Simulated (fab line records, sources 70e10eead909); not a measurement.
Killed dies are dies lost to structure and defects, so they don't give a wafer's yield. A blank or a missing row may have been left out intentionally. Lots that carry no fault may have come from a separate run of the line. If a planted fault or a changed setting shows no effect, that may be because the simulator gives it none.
fab line records	flow nandHarc
record: lots: 11	wafers: 33	lastDay: 33
route steps=1302 shown A_CONTACT@1043 HYBRID_BOND@1237 THIN_TSV@1270 END@1302
lots with no fault: from the same line, run without faults
startH: hours from the record's opening day to when the first of the lot's shown wafers began	waitH: how many hours have passed since the lot's step before this one	" as in the row above	L1.1+2: several wafers, shown together as one row	- either no value or no given start	* or withheld: withheld	< > ~ a bound
route shown NAME@n: names a module that has steps shown in the file, with the first one's number in the route	usual: mean/standard deviation taken from wafers without a fault	same: alike in all rows	chamber/n: place in a boat	sites: per-site readings	_std_site: the values' standard deviation	_edge_site: mean of outer sites minus mean of inner sites	radiusMm: how far each site lies from the wafer's centre	mask NAME#n: copy n	behind: tool/chamber where the wafer was last shaped	hold: why the lot was held/for how many hours/how that ended	device: whichever transistor did not switch (one of n, p or np)	end of line: the tests these same wafers got at the end of their route	where a step has no rows: the recipe by itself	killed: at the first sort, the dies lost to defects and structure; wafer yield is something else	map: shows each die of a wafer: x if killed, . if not, _ if none is there
set.NAME: the setting as run; set.NAME@STEP: as run at that earlier step	model.NAME: the simulator's own value behind a step, which no gauge read
a sample of lots followed through the steps of the route, with each step as a table and each wafer as a row
services: the hour from which a tool's chamber was out of use, counted from the record's first day as startH (under 0 if before that day), plus the number of hours and why
== steps ==
step: NHARC_A_CONTACT_ETCH_75
recipe: targetDepthA: 390	overEtchFrac: 0.3	timeS: 65	ionEnergyEv: 80	cf4FlowSccm: 150	arFlowSccm: 0	rfW: 300	biasW: 100	chemistry: CF4
usual: drypumpMotorCurrentA: 5.7/0.43	oesProductAu: 0.997/0.0093	rfVppV: 151.0/1.3	showerheadPlenumPTorr: 1.75/0.079	throttleValvePct: 13.284/0.0089
lot.wafer	tool	chamber	startH	waitH	drypumpMotorCurrentA	oesProductAu	rfHoursCounterH	rfVppV	showerheadPlenumPTorr	throttleValvePct
L484.1	rieDiel-02	1	508.59	0.1	6.2	1.003	14	151.5	1.86	13.269
L484.2	"	3	"	"	6.1	1.011	16	149.4	1.72	13.273
L484.5	"	1	"	"	6.2	0.996	-	152.4	1.86	13.283
L485.1	rieDiel-02	3	520.45	0.1	6.1	0.991	19	150.5	1.72	13.287
L485.3	"	0	"	"	5.8	1.016	18	149.8	1.67	13.278
L485.6	"	3	"	"	6.1	0.988	-	150.5	1.72	13.277
L486.4	rieDiel-02	3	523.04	0.1	6.1	1.001	20	150.8	1.72	13.279
L486.2	"	1	"	"	6.3	0.999	18	154.0	1.85	13.294
L486.5	"	0	"	"	5.8	1.007	-	147.9	1.67	13.277
L495.1	rieDiel-02	3	617.18	0.1	6.1	0.991	8	151.6	1.71	13.275
L495.2	"	0	"	"	5.8	0.991	6	149.8	1.66	13.266
L495.6	"	3	"	"	6.1	0.981	-	150.5	1.71	13.289
L496.1	rieDiel-10	1	621.24	0.1	6.0	1.001	3	150.5	1.65	13.280
L496.2	"	2	"	"	5.1	0.997	3	152.0	1.75	13.286
L496.5	"	1	"	"	6.1	1.010	-	149.6	1.65	13.272
L494.2	rieDiel-02	0	628.16	0.1	5.8	1.007	8	150.1	1.66	13.274
L494.3	"	2	"	"	5.1	1.004	-	152.9	1.76	13.293
L494.6	"	0	"	"	5.8	0.997	-	149.4	1.66	13.279
L497.4	rieDiel-10	3	628.81	0.1	5.5	1.019	7	152.6	1.89	13.291
L497.1	"	1	"	"	6.0	1.005	7	149.9	1.65	13.275
L497.6	"	3	"	"	5.5	1.007	-	152.1	1.89	13.279
L499.3	rieDiel-10	1	676.59	0.1	6.0	1.007	26	150.5	1.64	13.290
L499.2	"	2	"	"	5.1	0.998	25	151.7	1.75	13.283
L499.5	"	1	"	"	6.0	1.006	-	149.4	1.64	13.294
L505.3	rieDiel-02	1	719.15	0.1	6.2	0.987	25	151.3	1.85	13.283
L505.4	"	3	"	"	6.1	1.003	24	151.2	1.71	13.305
L505.6	"	1	"	"	6.2	0.985	-	152.6	1.85	13.286
L506.1	rieDiel-03	3	719.70	0.1	5.6	1.001	24	150.3	1.74	13.277
L506.3	"	0	"	"	5.5	1.011	21	151.7	1.83	13.284
L506.6	"	0	"	"	5.5	1.011	-	152.6	1.83	13.278
L507.1	rieDiel-02	3	731.77	0.1	6.1	0.995	26	150.6	1.71	13.268
L507.2	"	1	"	"	6.3	0.996	29	152.1	1.84	13.294
L507.6	"	3	"	"	6.1	0.985	-	149.4	1.71	13.285
step: NHARC_HYBRID_BOND_ACTIVATE_00
recipe: timeS: 60	n2FlowSccm: 200	arFlowSccm: 0	biasPowerW: 0	chemistry: N2
usual: drypumpMotorCurrentA: 5.6/0.54	oesProductAu: 1.001/0.012	rfVppV: 64.3/0.83	showerheadPlenumPTorr: 1.81/0.064
lot.wafer	tool	chamber	startH	waitH	drypumpMotorCurrentA	oesProductAu	rfHoursCounterH	rfVppV	showerheadPlenumPTorr
L484.1	rieDiel-08	0	538.16	0.1	5.9	0.993	51	64.3	1.83
L484.2	"	2	"	"	5.8	1.029	48	64.5	1.82
L484.5	"	3	"	"	6.3	1.006	-	63.6	1.63
L485.1	rieDiel-05	2	551.02	0.1	6.4	0.986	11	64.5	1.89
L485.3	"	0	"	"	5.0	0.981	11	62.9	1.70
L485.6	"	2	"	"	6.4	0.979	-	65.8	1.89
L486.4	rieDiel-05	2	553.32	0.1	6.4	0.993	11	64.7	1.89
L486.2	"	3	"	"	5.0	1.008	12	64.3	1.80
L486.5	"	1	"	"	5.5	0.997	-	64.7	1.83
L495.2	rieDiel-08	2	652.53	0.1	5.8	1.006	33	65.6	1.81
L495.1	"	0	"	"	5.9	1.016	29	64.7	1.82
L495.6	"	2	"	"	5.8	1.006	-	65.0	1.81
L496.1	rieDiel-08	2	656.81	0.1	5.8	0.998	34	63.8	1.81
L496.2	"	0	"	"	5.8	1.022	30	65.1	1.82
L496.5	"	3	"	"	6.3	1.017	-	64.6	1.91
L497.4	rieDiel-05	0	659.44	0.1	5.0	0.997	7	63.0	1.70
L497.1	"	3	"	"	4.9	1.005	7	63.8	1.80
L497.6	"	1	"	"	5.4	1.002	-	63.7	1.83
L494.3	rieDiel-05	1	659.87	0.1	5.5	1.014	6	64.1	1.83
L494.2	"	2	"	"	6.4	1.001	7	64.0	1.88
L494.6	"	1	"	"	5.5	1.003	-	63.9	1.83
L499.2	rieDiel-05	2	710.86	0.1	6.4	1.006	11	64.0	1.88
L499.3	"	1	"	"	5.4	1.009	10	65.2	1.83
L499.5	"	3	"	"	5.0	1.009	-	63.8	1.80
L505.3	rieDiel-05	2	750.52	0.1	6.4	1.002	16	63.0	1.88
L505.4	"	0	"	"	5.0	0.968	-	62.3	1.70
L505.6	"	2	"	"	6.4	1.009	-	64.1	1.88
L506.1	rieDiel-05	0	751.74	0.1	5.0	0.974	12	64.0	1.70
L506.3	"	2	"	"	6.3	1.002	16	63.3	1.88
L506.6	"	0	"	"	5.0	0.981	-	64.0	1.70
L507.2	rieDiel-08	2	761.47	0.1	5.8	0.998	9	64.4	1.80
L507.1	"	3	"	"	6.3	0.994	7	64.4	1.90
L507.6	"	2	"	"	5.8	1.002	-	64.4	1.80
step: NHARC_THIN_TSV_DEGAS_49
recipe: tempC: 300	timeS: 120
usual: heaterPowerW: 472/48
lot.wafer	tool	chamber	startH	waitH	heaterPowerW
L484.2	pvdSputter-03	-	553.14	0.2	464
L484.1	"	-	"	"	442
L484.5	"	-	"	"	410
L485.1	pvdSputter-03	-	566.94	0.2	459
L485.3	"	-	"	"	489
L485.6	"	-	"	"	417
L486.2	pvdSputter-01	-	567.82	0.1	563
L486.4	"	-	"	"	516
L486.5	"	-	"	"	417
L495.2	pvdSputter-03	-	667.57	0.2	407
L495.1	"	-	"	"	457
L495.6	"	-	"	"	464
L497.4	pvdSputter-03	-	671.63	0.1	488
L497.1	"	-	"	"	411
L497.6	"	-	"	"	501
L496.2	pvdSputter-03	-	672.89	0.1	401
L496.1	"	-	"	"	450
L496.5	"	-	"	"	478
L494.3	pvdSputter-03	-	676.02	0.1	497
L494.2	"	-	"	"	455
L494.6	"	-	"	"	444
L499.2	pvdSputter-03	-	726.10	0.2	427
L499.3	"	-	"	"	467
L499.5	"	-	"	"	490
L505.4	pvdSputter-03	-	766.83	0.1	466
L505.3	"	-	"	"	428
L505.6	"	-	"	"	369
L506.3	pvdSputter-03	-	768.00	0.1	442
L506.1	"	-	"	"	468
L506.6	"	-	"	"	437
L507.2	pvdSputter-02	-	776.41	0.2	459
L507.1	"	-	"	"	554
L507.6	"	-	"	"	516
step: NHARC_THIN_TSV_CD_MEAS_33
recipe: targetCdNm: 5000	landingEnergyEv: 500
usual: cdNm: 5001.5/2
lot.wafer	tool	chamber	startH	waitH	cdNm
L484.1	cdSem-03	0	556.59	-	5003.0
L484.2	"	0	"	"	5004.5
L484.5	"	0	"	"	5003.2
L485.1	cdSem-01	0	570.07	-	5002.5
L485.3	"	0	"	"	5000.4
L485.6	"	0	"	"	5002.2
L486.2	cdSem-03	0	571.46	-	5005.2
L486.4	"	0	"	"	5003.7
L486.5	"	0	"	"	5001.4
L495.1	cdSem-01	0	670.71	-	5003.5
L495.2	"	0	"	"	5000.4
L495.6	"	0	"	"	5003.1
L497.1	cdSem-02	0	674.75	-	5001.3
L497.4	"	0	"	"	4999.3
L497.6	"	0	"	"	5000.8
L496.1	cdSem-02	0	675.88	-	5003.4
L496.2	"	0	"	"	5001.3
L496.5	"	0	"	"	5003.5
L494.2	cdSem-03	0	679.14	-	5002.2
L494.3	"	0	"	"	5005.0
L494.6	"	0	"	"	5001.9
L499.2	cdSem-01	0	729.22	-	5001.8
L499.3	"	0	"	"	5003.9
L499.5	"	0	"	"	5003.0
L505.3	cdSem-01	0	769.86	-	5000.8
L505.4	"	0	"	"	4999.2
L505.6	"	0	"	"	5001.5
L506.1	cdSem-01	0	771.31	-	5003.4
L506.3	"	0	"	"	5000.5
L506.6	"	0	"	"	5001.2
L507.1	cdSem-02	0	779.84	-	5000.5
L507.2	"	0	"	"	4999.7
L507.6	"	0	"	"	4995.8
step: NHARC_END_SORT_01
recipe: tempC: 25
usual: killedAtArray: 59/16	killedAtOther: 0.8/1.1	killedAtPeriphery: 3.6/2.4	killedDies: 64/16	killedOpen: 3.4/1.8	killedShort: 2.5/1.6
same: grossDies: 677
lot.wafer	tool	chamber	startH	waitH	killedAtArray	killedAtOther	killedAtPeriphery	killedDies	killedOpen	killedShort
L495.1	prober-01	0	682.31	2.5	131	1	1	133	2	3
L495.2	prober-01	0	683.11	2.8	146	1	2	149	3	2
L495.6	prober-01	0	686.30	4.0	125	0	4	129	4	2
L494.2	prober-02	0	698.70	2.8	143	0	3	146	6	0
L494.3	prober-02	0	699.51	3.1	137	0	1	138	3	3
L494.6	prober-02	0	701.94	4.0	126	1	2	129	0	2
killed by level:class
L495.1 A_CONTACT:unspecified=48 A_CHANNEL_HOLE_D1:chamberFilmFlake=38 A_SLIT:chamberFilmFlake=32 A_WL_FILL:chamberFilmFlake=3 A_CONTACT:chamberFilmFlake=3 P_M0:geometricParticle:open=1 A_CHANNEL_HOLE_D1:geometricParticle:short=1 A_CHANNEL_FILL_D1:geometricParticle:open=1
L495.2 A_CONTACT:unspecified=99 A_SLIT:chamberFilmFlake=27 A_CHANNEL_HOLE_D1:chamberFilmFlake=7 A_CONTACT:chamberFilmFlake=4 A_STAIRCASE:chamberFilmFlake=2 P_M0:geometricParticle:open=1 A_CHANNEL_FILL_D1:geometricParticle:open=1 A_DECK1_JOINT:geometricParticle:short=1
L495.6 A_CONTACT:unspecified=49 A_CHANNEL_HOLE_D1:chamberFilmFlake=36 A_SLIT:chamberFilmFlake=25 A_CONTACT:chamberFilmFlake=7 P_GATE:geometricParticle:open=2 A_CHANNEL_FILL_D2:chamberFilmFlake=2 A_ONON_D1:geometricParticle:short=1 A_CHANNEL_FILL_D2:geometricParticle:open=1
L494.2 A_CONTACT:unspecified=94 A_SLIT:chamberFilmFlake=21 A_CHANNEL_HOLE_D1:chamberFilmFlake=20 A_ONON_D2:geometricParticle:open=2 P_M2:geometricParticle:open=1 A_CHANNEL_FILL_D1:geometricParticle:open=1 A_SLIT:geometricParticle:open=1 A_M0:geometricParticle:open=1
L494.3 A_CONTACT:unspecified=95 A_SLIT:chamberFilmFlake=20 A_CHANNEL_HOLE_D1:chamberFilmFlake=9 A_CONTACT:chamberFilmFlake=4 P_GATE:geometricParticle:open=1 A_SOURCE_PLATE:geometricParticle:short=1 A_ONON_D2:geometricParticle:short=1 A_CHANNEL_FILL_D2:geometricParticle:short=1
L494.6 A_CONTACT:unspecified=95 A_CHANNEL_HOLE_D1:chamberFilmFlake=17 A_SLIT:chamberFilmFlake=3 A_CONTACT:chamberFilmFlake=3 A_CHANNEL_HOLE_D2:chamberFilmFlake=2 A_STAIRCASE:chamberFilmFlake=2 A_WL_FILL:chamberFilmFlake=2 A_ONON_D1:geometricParticle:short=1
== services ==
tool	chamber	startH	hours	kind
pvdSputter-03	-	536.95	10.0	pm
rieDiel-08	-	549.09	9.0	pm
rieDiel-03	3	555.71	3.1	repair
rieDiel-02	-	570.71	9.0	pm
pvdSputter-01	-	582.00	10.0	pm
rieDiel-05	-	583.60	9.0	pm
rieDiel-03	2	586.42	7.1	repair
pvdSputter-03	-	589.74	2.0	repair
rieDiel-10	-	596.94	9.0	pm
rieDiel-08	2	606.03	5.7	repair
rieDiel-02	1	619.88	12.7	repair
rieDiel-02	3	624.78	5.7	repair
rieDiel-05	1	650.52	8.9	repair
rieDiel-05	0	698.36	21.5	repair
rieDiel-02	-	705.77	0.6	repair
rieDiel-02	2	711.16	6.5	repair
rieDiel-08	-	713.21	6.2	repair
pvdSputter-03	-	714.98	10.0	pm
rieDiel-08	-	726.09	9.0	pm
rieDiel-05	0	726.96	8.6	repair
rieDiel-05	3	746.11	14.1	repair
rieDiel-02	-	747.71	9.0	pm
rieDiel-05	-	760.60	9.0	pm
rieDiel-10	-	773.94	9.0	pm
== key ==
firstSign: step: NHARC_END_SORT_01	reading: killedDies	direction: up	sigmas: 4.7	usual: 64	struck: 137
effect: step: NHARC_END_SORT_01	reading: killedAtArray	direction: up	sigmas: 4.7	usual: 59	struck: 135
moreKillsBornAt: NHARC_A_CONTACT_ETCH_75@rieDiel-02: 477
metAt NHARC_A_CONTACT_ETCH_75
struckLots L494,L495
testerLeftOut L494,L495
notActingAt NHARC_HYBRID_BOND_ACTIVATE_00,NHARC_THIN_TSV_DEGAS_49,NHARC_THIN_TSV_CD_MEAS_33
onsetBetween 523.04 617.18
fault: kind: chamberParticleSource	tool: rieDiel-02	chamber: -	onsetH: 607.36	steps: NHARC_A_CONTACT_ETCH_75	ratePerVisitCm2: 2.1614	endH: 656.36
testerLeftOut: of these lots the tester's yield and bins aren't shown, on N5 and GAA mostly nor the transistor test; their killed dies are dies lost to structure and defects alone, not to doping, threshold or leakage, so they don't give the yield
